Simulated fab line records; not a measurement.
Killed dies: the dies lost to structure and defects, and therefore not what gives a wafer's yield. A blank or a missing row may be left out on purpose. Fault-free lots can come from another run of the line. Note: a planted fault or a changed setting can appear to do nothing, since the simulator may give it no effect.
Chamber matching	flow nandHarc	4 sister chambers for NHARC_A_CHANNEL_FILL_D1_ETCHBACK_20 on rieDiel-08
The step etches the open film in C4F8/O2/Ar, target depth 27 nm, time 13.5 s. 16 wafers are shown with their chamber, then 8 later ones without.

WAFERS PAIRED WITH THEIR CHAMBERS
wafer	chamber	rfVppV (V)	oesProductAu (a.u.)
L079.1	1	986	0.94
L079.2	3	978	0.93
L079.6	3	977	0.93
L079.3	0	980	0.93
L079.4	2	969	0.93
L079.5	0	978	0.93
L080.1	2	969	0.94
L080.4	1	985	0.92
L080.6	1	984	0.93
L085.1	3	978	0.94
L085.3	2	970	0.93
L085.6	1	986	0.95
L089.2	3	979	0.93
L089.4	0	978	0.92
L089.6	0	976	0.92
L089.1	2	969	0.92

SIGNATURES (means of the wafers above)
reading	chamber 0	chamber 1	chamber 2	chamber 3	scatter within a chamber
rfVppV	978.00	985.25	969.25	978.00	1.06
oesProductAu	0.9250	0.9350	0.9300	0.9325	0.00854
Rule: for each reading, subtract the chamber's mean from the wafer's reading, divide by that reading's scatter and square the result; add these up over the readings and take the root, which gives the wafer's distance from the chamber. If the next closest chamber is less than 2 further off than the closest, the wafer can't be placed; otherwise it belongs to the closest. The scatter: take each reading less its chamber's mean, square it, sum over the shown wafers, divide by the number of wafers less the number of chambers, and take the root.

WAFERS WHOSE CHAMBER IS MISSING
wafer	rfVppV (V)	oesProductAu (a.u.)
L089.3	985	0.94
L089.5	984	0.93
L094.1	977	1.01
L094.2	985	1.01
L094.3	969	1.00
L095.3	969	1.00
L095.4	986	1.02
L095.5	978	1.02

EACH ONE'S CHAMBER
wafer	from the rows above	in truth
L089.3	1	1
L089.5	1	1
L094.1	can't be placed: 3 or 0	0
L094.2	1	1
L094.3	2	2
L095.3	2	2
L095.4	1	1
L095.5	can't be placed: 3 or 0 or 1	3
Placed correctly: 6 of 8. These rows do not allow placing 2 (true chamber among the candidates in 2). 0 placed wrongly.
